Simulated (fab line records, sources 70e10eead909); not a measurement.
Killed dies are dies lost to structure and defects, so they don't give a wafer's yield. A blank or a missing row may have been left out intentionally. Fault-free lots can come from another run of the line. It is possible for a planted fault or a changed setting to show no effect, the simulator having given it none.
fab line records	flow nand-harc
[record] lots = 24	wafers = 72	last-day = 25
route steps=1159 shown P_M0@277 P_M1@305 P_M2@341 P_BONDPAD@375
lots that met no fault: from a run of the same line without faults
start-h: hours from the record's opening day to when the first of the lot's shown wafers began	wait-h: hours from the lot's prior step to this one	" as in the row above	L1.1+2: one row covering several wafers at once	- no value, or no start was given	* or withheld: withheld	< > ~ a bound
route shown NAME@n: a module of which the file shows steps, and the number in the route of the first	usual: average and standard deviation across the fault-free wafers	same: alike in all rows	chamber/n: place in a boat	sites: per-site readings	_std_site: standard deviation across them	_edge_site: mean of outer sites minus mean of inner sites	radius-mm: how far each site lies from the wafer's centre	mask NAME#n: copy n	behind: the tool/chamber that last shaped the wafer	hold: why the lot was held/for how many hours/how that ended	device: transistor that didn't switch, given as n, p or np	end of line: the same wafers' tests at the end of the route	step lacking rows: just its recipe	killed: at the first sort, the dies lost to defects and structure; wafer yield is something else	map: shows each die of a wafer: x if killed, . if not, _ if none is there
set.NAME: the run value of the setting; set.NAME@STEP: its run value at that earlier step	model.NAME: the simulator's own value behind a step, which no gauge read
the route's steps for a sample of lots (tables are steps, rows are wafers)
services: a tool's chamber out of use, with start hour (start-h, from the record's first day; less than 0 if before it), hours out, and reason
[[steps]]
[step NHARC_P_M0_ANNEAL_30]
[recipe] temp-c = 225	time-s = 90
[usual] wafer_temp_C_max = 225.9/0.36
lot.wafer	tool	chamber	start-h	wait-h	wafer_temp_C_max
L074.1	rtp-anneal-01	0	107.95	-	226.0
L074.5	"	0	"	"	226.1
L074.6	"	0	"	"	226.0
L075.1	rtp-anneal-01	0	117.74	-	226.0
L075.2	"	0	"	"	226.4
L075.3	"	0	"	"	226.3
L076.1	rtp-anneal-02	0	138.36	-	226.0
L076.3	"	0	"	"	226.1
L076.5	"	0	"	"	225.3
L077.1	rtp-anneal-01	0	138.74	0.3	226.5
L077.2	"	0	"	"	226.5
L077.6	"	0	"	"	226.2
L079.2	rtp-anneal-01	0	140.48	0.3	226.0
L079.3	"	0	"	"	225.8
L079.6	"	0	"	"	226.4
L078.3	rtp-anneal-02	0	147.32	0.3	225.6
L078.4	"	0	"	"	225.7
L078.6	"	0	"	"	225.7
L081.3	rtp-anneal-01	0	160.50	0.3	226.1
L081.4	"	0	"	"	226.5
L081.6	"	0	"	"	226.6
L080.2	rtp-anneal-02	0	161.02	-	225.8
L080.3	"	0	"	"	225.2
L080.4	"	0	"	"	225.6
L082.1	rtp-anneal-01	0	172.04	-	226.1
L082.2	"	0	"	"	226.2
L082.5	"	0	"	"	226.7
L083.1	rtp-anneal-02	0	177.88	-	225.5
L083.2	"	0	"	"	226.2
L083.5	"	0	"	"	225.4
L084.1	rtp-anneal-02	0	183.43	-	225.9
L084.5	"	0	"	"	225.7
L084.6	"	0	"	"	225.9
L087.1	rtp-anneal-02	0	212.41	-	225.8
L087.2	"	0	"	"	225.6
L087.3	"	0	"	"	226.0
L086.1	rtp-anneal-01	0	212.78	-	226.2
L086.3	"	0	"	"	225.9
L086.5	"	0	"	"	225.9
L085.2	rtp-anneal-01	0	213.14	-	226.2
L085.5	"	0	"	"	226.3
L085.6	"	0	"	"	226.6
L088.1	rtp-anneal-02	0	214.40	0.3	225.3
L088.2	"	0	"	"	226.0
L088.4	"	0	"	"	226.1
L089.3	rtp-anneal-02	0	217.35	0.5	225.7
L089.5	"	0	"	"	225.4
L089.6	"	0	"	"	225.8
L090.1	rtp-anneal-02	0	220.65	-	225.9
L090.3	"	0	"	"	225.9
L090.5	"	0	"	"	225.8
L092.1	rtp-anneal-02	0	223.39	-	225.5
L092.3	"	0	"	"	226.0
L092.4	"	0	"	"	225.9
L091.4	rtp-anneal-02	0	224.56	-	226.0
L091.5	"	0	"	"	225.7
L091.6	"	0	"	"	226.0
L094.1	rtp-anneal-02	0	230.46	-	225.9
L094.3	"	0	"	"	225.8
L094.6	"	0	"	"	225.7
L093.1	rtp-anneal-01	0	230.75	-	226.7
L093.3	"	0	"	"	226.1
L093.4	"	0	"	"	226.5
L095.3	rtp-anneal-02	0	247.94	-	225.8
L095.5	"	0	"	"	225.4
L095.6	"	0	"	"	225.2
L096.1	rtp-anneal-01	0	248.42	-	226.2
L096.2	"	0	"	"	225.9
L096.3	"	0	"	"	226.5
L097.1	rtp-anneal-02	0	257.62	0.3	225.3
L097.3	"	0	"	"	225.8
L097.4	"	0	"	"	225.5
[step NHARC_P_M1_DEGAS_29]
[recipe] temp-c = 250	time-s = 60
[usual] heater-power-w = 333/40
lot.wafer	tool	chamber	start-h	wait-h	heater-power-w
L074.1	pvd-sputter-01	-	111.39	-	383
L074.5	"	-	"	"	337
L074.6	"	-	"	"	373
L075.2	pvd-sputter-02	-	121.11	-	346
L075.3	"	-	"	"	326
L075.1	"	-	"	"	302
L076.1	pvd-sputter-02	-	141.65	-	334
L076.3	"	-	"	"	305
L076.5	"	-	"	"	326
L077.1	pvd-sputter-01	-	142.14	-	268
L077.2	"	-	"	"	388
L077.6	"	-	"	"	327
L079.3	pvd-sputter-03	-	143.73	-	279
L079.2	"	-	"	"	372
L079.6	"	-	"	"	284
L078.4	pvd-sputter-01	-	150.56	-	337
L078.3	"	-	"	"	387
L078.6	"	-	"	"	323
L081.3	pvd-sputter-03	-	164.70	-	273
L081.4	"	-	"	"	361
L081.6	"	-	"	"	276
L080.2	pvd-sputter-02	-	164.84	-	336
L080.4	"	-	"	"	400
L080.3	"	-	"	"	355
L082.1	pvd-sputter-03	-	175.46	-	352
L082.2	"	-	"	"	296
L082.5	"	-	"	"	345
L083.1	pvd-sputter-01	-	181.35	-	277
L083.2	"	-	"	"	332
L083.5	"	-	"	"	366
L084.1	pvd-sputter-02	-	186.84	-	299
L084.5	"	-	"	"	329
L084.6	"	-	"	"	302
L087.3	pvd-sputter-03	-	215.84	-	362
L087.2	"	-	"	"	297
L087.1	"	-	"	"	347
L086.3	pvd-sputter-03	-	216.19	-	289
L086.1	"	-	"	"	281
L086.5	"	-	"	"	359
L085.2	pvd-sputter-01	-	216.53	-	395
L085.5	"	-	"	"	276
L085.6	"	-	"	"	336
L088.2	pvd-sputter-03	-	217.82	-	272
L088.4	"	-	"	"	361
L088.1	"	-	"	"	291
L089.3	pvd-sputter-01	-	220.90	-	277
L089.6	"	-	"	"	358
L089.5	"	-	"	"	281
L090.1	pvd-sputter-02	-	224.10	-	311
L090.3	"	-	"	"	317
L090.5	"	-	"	"	337
L092.4	pvd-sputter-02	-	226.81	-	412
L092.1	"	-	"	"	346
L092.3	"	-	"	"	314
L091.4	pvd-sputter-03	-	227.75	-	283
L091.6	"	-	"	"	350
L091.5	"	-	"	"	369
L094.3	pvd-sputter-02	-	233.89	-	315
L094.1	"	-	"	"	305
L094.6	"	-	"	"	344
L093.4	pvd-sputter-02	-	234.21	-	341
L093.1	"	-	"	"	311
L093.3	"	-	"	"	412
L095.3	pvd-sputter-03	-	251.26	-	281
L095.5	"	-	"	"	289
L095.6	"	-	"	"	279
L096.3	pvd-sputter-02	-	251.80	-	352
L096.2	"	-	"	"	310
L096.1	"	-	"	"	418
L097.3	pvd-sputter-03	-	260.99	-	341
L097.4	"	-	"	"	364
L097.1	"	-	"	"	279
[step NHARC_P_M1_THK_MEAS_24]
[recipe] thk-meas-gauge = xrf
[usual] thk-nm = 157.1/1.6
lot.wafer	tool	chamber	start-h	wait-h	thk-nm
L074.1	film-metro-01	-	112.78	-	156.7
L074.5	"	-	"	"	158.0
L074.6	"	-	"	"	158.8
L075.1	film-metro-01	-	122.54	-	158.0
L075.2	"	-	"	"	158.3
L075.3	"	-	"	"	158.8
L076.1	film-metro-02	-	143.07	-	155.8
L076.3	"	-	"	"	154.4
L076.5	"	-	"	"	155.4
L077.1	film-metro-02	-	144.07	-	155.9
L077.2	"	-	"	"	157.1
L077.6	"	-	"	"	155.2
L079.2	film-metro-01	-	145.13	-	155.7
L079.3	"	-	"	"	155.0
L079.6	"	-	"	"	156.4
L078.3	film-metro-02	-	152.12	-	157.7
L078.4	"	-	"	"	157.3
L078.6	"	-	"	"	158.3
L081.3	film-metro-02	-	166.09	-	155.6
L081.4	"	-	"	"	158.7
L081.6	"	-	"	"	155.4
L080.2	film-metro-02	-	166.24	-	155.9
L080.3	"	-	"	"	154.7
L080.4	"	-	"	"	155.6
L082.1	film-metro-01	-	176.87	-	157.5
L082.2	"	-	"	"	160.3
L082.5	"	-	"	"	159.8
L083.1	film-metro-02	-	182.73	-	157.6
L083.2	"	-	"	"	157.3
L083.5	"	-	"	"	159.6
L084.1	film-metro-01	-	188.23	-	159.5
L084.5	"	-	"	"	153.7
L084.6	"	-	"	"	158.1
L087.1	film-metro-02	-	217.24	-	155.6
L087.2	"	-	"	"	160.1
L087.3	"	-	"	"	157.7
L086.1	film-metro-02	-	217.59	-	157.8
L086.3	"	-	"	"	154.3
L086.5	"	-	"	"	157.1
L085.2	film-metro-02	-	218.22	-	158.7
L085.5	"	-	"	"	154.5
L085.6	"	-	"	"	157.4
L088.1	film-metro-01	-	219.25	-	158.2
L088.2	"	-	"	"	155.9
L088.4	"	-	"	"	156.2
L089.3	film-metro-02	-	222.37	-	156.9
L089.5	"	-	"	"	155.2
L089.6	"	-	"	"	158.1
L090.1	film-metro-01	-	225.56	-	156.8
L090.3	"	-	"	"	158.4
L090.5	"	-	"	"	156.4
L092.1	film-metro-02	-	228.20	-	153.5
L092.3	"	-	"	"	159.2
L092.4	"	-	"	"	156.8
L091.4	film-metro-02	-	229.31	-	156.9
L091.5	"	-	"	"	157.1
L091.6	"	-	"	"	157.7
L094.1	film-metro-02	-	235.32	-	157.5
L094.3	"	-	"	"	155.4
L094.6	"	-	"	"	155.1
L093.1	film-metro-02	-	235.81	-	155.1
L093.3	"	-	"	"	154.1
L093.4	"	-	"	"	156.8
L095.3	film-metro-01	-	252.66	-	158.9
L095.5	"	-	"	"	156.9
L095.6	"	-	"	"	160.2
L096.1	film-metro-02	-	253.20	-	159.5
L096.2	"	-	"	"	154.4
L096.3	"	-	"	"	159.7
L097.1	film-metro-02	-	262.39	-	156.0
L097.3	"	-	"	"	156.0
L097.4	"	-	"	"	157.4
[step NHARC_P_M2_PVD_21]
[recipe] target-thk-a = 300	chamber-pressure-pa = 5	power-w = 5000	substrate-temp-c = 30	time-s = 20.49	material = Cu
[usual] throttle-valve-pct = 29.9/0.75
lot.wafer	tool	chamber	start-h	wait-h	throttle-valve-pct
L074.1	pvd-sputter-03	-	-	-	30.0
L074.5	"	-	"	"	30.8
L074.6	"	-	"	"	30.0
L075.3	pvd-sputter-01	-	-	-	30.1
L075.1	"	-	"	"	30.6
L075.2	"	-	"	"	28.8
L076.1	pvd-sputter-03	-	-	-	29.8
L076.3	"	-	"	"	31.1
L076.5	"	-	"	"	29.8
L077.2	pvd-sputter-01	-	-	-	28.8
L077.1	"	-	"	"	30.4
L077.6	"	-	"	"	29.0
L079.2	pvd-sputter-01	-	-	-	29.2
L079.3	"	-	"	"	30.5
L079.6	"	-	"	"	28.8
L078.4	pvd-sputter-03	-	-	-	30.1
L078.3	"	-	"	"	31.0
L078.6	"	-	"	"	29.9
L081.4	pvd-sputter-01	-	-	-	29.3
L081.3	"	-	"	"	29.9
L081.6	"	-	"	"	29.2
L080.3	pvd-sputter-02	-	-	-	31.4
L080.2	"	-	"	"	29.5
L080.4	"	-	"	"	28.8
L082.2	pvd-sputter-01	-	-	-	29.1
L082.1	"	-	"	"	30.2
L082.5	"	-	"	"	29.4
L083.1	pvd-sputter-01	-	-	-	30.2
L083.2	"	-	"	"	30.5
L083.5	"	-	"	"	30.4
L084.1	pvd-sputter-03	-	-	-	29.8
L084.6	"	-	"	"	29.9
L084.5	"	-	"	"	29.0
L087.2	pvd-sputter-03	-	-	-	30.0
L087.3	"	-	"	"	29.6
L087.1	"	-	"	"	31.3
L086.3	pvd-sputter-03	-	-	-	30.0
L086.1	"	-	"	"	28.9
L086.5	"	-	"	"	29.8
L085.2	pvd-sputter-03	-	-	-	31.1
L085.6	"	-	"	"	30.1
L085.5	"	-	"	"	29.6
L088.4	pvd-sputter-01	-	-	-	29.4
L088.2	"	-	"	"	30.2
L088.1	"	-	"	"	30.1
L089.3	pvd-sputter-03	-	-	-	31.3
L089.5	"	-	"	"	29.9
L089.6	"	-	"	"	30.0
L090.3	pvd-sputter-02	-	-	-	29.2
L090.1	"	-	"	"	29.3
L090.5	"	-	"	"	31.3
L092.4	pvd-sputter-01	-	-	-	29.0
L092.1	"	-	"	"	30.2
L092.3	"	-	"	"	30.6
L091.4	pvd-sputter-02	-	-	-	29.2
L091.5	"	-	"	"	29.1
L091.6	"	-	"	"	29.1
L094.1	pvd-sputter-03	-	-	-	30.0
L094.3	"	-	"	"	29.9
L094.6	"	-	"	"	29.3
L093.4	pvd-sputter-02	-	-	-	29.5
L093.1	"	-	"	"	29.4
L093.3	"	-	"	"	31.4
L095.3	pvd-sputter-03	-	-	-	29.1
L095.6	"	-	"	"	31.1
L095.5	"	-	"	"	29.9
L096.2	pvd-sputter-02	-	-	-	29.1
L096.3	"	-	"	"	31.4
L096.1	"	-	"	"	28.9
L097.3	pvd-sputter-02	-	-	-	28.9
L097.4	"	-	"	"	29.5
L097.1	"	-	"	"	31.2
[step NHARC_P_BONDPAD_PRE_CLEAN_26]
[recipe] time-s = 30	temp-c = 280	gas = H2/He
[usual] heater-power-w = 411/49
lot.wafer	tool	chamber	start-h	wait-h	heater-power-w
L074.1	pvd-sputter-01	-	-	-	452
L074.6	"	-	"	"	459
L074.5	"	-	"	"	459
L075.2	pvd-sputter-02	-	-	-	405
L075.3	"	-	"	"	369
L075.1	"	-	"	"	496
L076.3	pvd-sputter-02	-	-	-	405
L076.1	"	-	"	"	440
L076.5	"	-	"	"	369
L077.1	pvd-sputter-02	-	-	-	410
L077.2	"	-	"	"	500
L077.6	"	-	"	"	410
L079.3	pvd-sputter-01	-	-	-	405
L079.2	"	-	"	"	471
L079.6	"	-	"	"	420
L078.3	pvd-sputter-02	-	-	-	480
L078.4	"	-	"	"	424
L078.6	"	-	"	"	369
L081.4	pvd-sputter-01	-	-	-	339
L081.3	"	-	"	"	474
L081.6	"	-	"	"	442
L080.2	pvd-sputter-02	-	-	-	486
L080.4	"	-	"	"	406
L080.3	"	-	"	"	369
L082.2	pvd-sputter-03	-	-	-	462
L082.1	"	-	"	"	358
L082.5	"	-	"	"	420
L083.2	pvd-sputter-03	-	-	-	451
L083.1	"	-	"	"	333
L083.5	"	-	"	"	439
L084.1	pvd-sputter-01	-	-	-	410
L084.6	"	-	"	"	440
L084.5	"	-	"	"	338
L087.3	pvd-sputter-02	-	-	-	414
L087.2	"	-	"	"	386
L087.1	"	-	"	"	508
L086.1	pvd-sputter-03	-	-	-	372
L086.3	"	-	"	"	445
L086.5	"	-	"	"	370
L085.2	pvd-sputter-03	-	-	-	431
L085.6	"	-	"	"	368
L085.5	"	-	"	"	347
L088.1	pvd-sputter-03	-	-	-	371
L088.2	"	-	"	"	348
L088.4	"	-	"	"	430
L089.3	pvd-sputter-01	-	-	-	341
L089.5	"	-	"	"	435
L089.6	"	-	"	"	346
L090.1	pvd-sputter-03	-	-	-	369
L090.3	"	-	"	"	447
L090.5	"	-	"	"	381
L092.3	pvd-sputter-01	-	-	-	488
L092.1	"	-	"	"	449
L092.4	"	-	"	"	415
L091.4	pvd-sputter-02	-	-	-	517
L091.6	"	-	"	"	519
L091.5	"	-	"	"	431
L094.1	pvd-sputter-02	-	-	-	393
L094.3	"	-	"	"	420
L094.6	"	-	"	"	383
L093.1	pvd-sputter-02	-	-	-	416
L093.3	"	-	"	"	375
L093.4	"	-	"	"	513
L095.3	pvd-sputter-03	-	-	-	347
L095.6	"	-	"	"	433
L095.5	"	-	"	"	451
L096.1	pvd-sputter-03	-	-	-	341
L096.3	"	-	"	"	443
L096.2	"	-	"	"	440
L097.3	pvd-sputter-02	-	-	-	370
L097.1	"	-	"	"	386
L097.4	"	-	"	"	504
[step NHARC_P_BONDPAD_PVD_27]
[recipe] target-thk-a = 300	chamber-pressure-pa = 5	power-w = 5000	substrate-temp-c = 30	time-s = 20.49	material = Cu
[usual] throttle-valve-pct = 29.9/0.81
lot.wafer	tool	chamber	start-h	wait-h	throttle-valve-pct
L074.1	pvd-sputter-01	-	-	-	30.3
L074.6	"	-	"	"	28.9
L074.5	"	-	"	"	28.7
L075.1	pvd-sputter-02	-	-	-	31.6
L075.3	"	-	"	"	29.3
L075.2	"	-	"	"	29.9
L076.3	pvd-sputter-02	-	-	-	29.8
L076.1	"	-	"	"	28.6
L076.5	"	-	"	"	31.4
L077.1	pvd-sputter-02	-	-	-	29.6
L077.2	"	-	"	"	29.8
L077.6	"	-	"	"	29.3
L079.2	pvd-sputter-01	-	-	-	28.9
L079.3	"	-	"	"	30.4
L079.6	"	-	"	"	29.0
L078.3	pvd-sputter-02	-	-	-	29.5
L078.4	"	-	"	"	29.6
L078.6	"	-	"	"	29.7
L081.3	pvd-sputter-01	-	-	-	30.6
L081.4	"	-	"	"	29.3
L081.6	"	-	"	"	29.8
L080.3	pvd-sputter-02	-	-	-	28.8
L080.4	"	-	"	"	29.7
L080.2	"	-	"	"	29.5
L082.2	pvd-sputter-03	-	-	-	30.1
L082.1	"	-	"	"	30.0
L082.5	"	-	"	"	29.2
L083.1	pvd-sputter-03	-	-	-	29.8
L083.2	"	-	"	"	29.0
L083.5	"	-	"	"	31.0
L084.1	pvd-sputter-01	-	-	-	29.3
L084.6	"	-	"	"	30.0
L084.5	"	-	"	"	30.6
L087.1	pvd-sputter-02	-	-	-	29.2
L087.3	"	-	"	"	29.5
L087.2	"	-	"	"	31.3
L086.3	pvd-sputter-03	-	-	-	29.8
L086.1	"	-	"	"	28.8
L086.5	"	-	"	"	29.9
L085.2	pvd-sputter-03	-	-	-	29.9
L085.6	"	-	"	"	29.9
L085.5	"	-	"	"	29.1
L088.2	pvd-sputter-03	-	-	-	29.2
L088.4	"	-	"	"	30.9
L088.1	"	-	"	"	30.0
L089.3	pvd-sputter-01	-	-	-	30.1
L089.5	"	-	"	"	30.2
L089.6	"	-	"	"	30.0
L090.1	pvd-sputter-03	-	-	-	30.3
L090.3	"	-	"	"	30.0
L090.5	"	-	"	"	29.8
L092.3	pvd-sputter-01	-	-	-	30.3
L092.1	"	-	"	"	29.9
L092.4	"	-	"	"	30.5
L091.4	pvd-sputter-02	-	-	-	29.2
L091.6	"	-	"	"	29.2
L091.5	"	-	"	"	29.7
L094.1	pvd-sputter-02	-	-	-	29.5
L094.3	"	-	"	"	31.5
L094.6	"	-	"	"	31.4
L093.1	pvd-sputter-02	-	-	-	29.2
L093.4	"	-	"	"	29.1
L093.3	"	-	"	"	29.3
L095.3	pvd-sputter-03	-	-	-	30.1
L095.5	"	-	"	"	28.9
L095.6	"	-	"	"	30.8
L096.3	pvd-sputter-03	-	-	-	29.9
L096.1	"	-	"	"	29.1
L096.2	"	-	"	"	30.0
L097.4	pvd-sputter-02	-	-	-	29.2
L097.1	"	-	"	"	29.2
L097.3	"	-	"	"	31.4
[[services]]
tool	chamber	start-h	hours	kind
pvd-sputter-03	-	102.00	10.0	pm
pvd-sputter-01	-	158.06	10.0	pm
pvd-sputter-02	-	167.76	0.7	repair
pvd-sputter-01	-	210.20	3.8	repair
pvd-sputter-02	-	214.00	10.0	pm
pvd-sputter-01	-	219.12	1.2	repair
pvd-sputter-01	-	237.14	38.6	repair
[[key]]
fault none
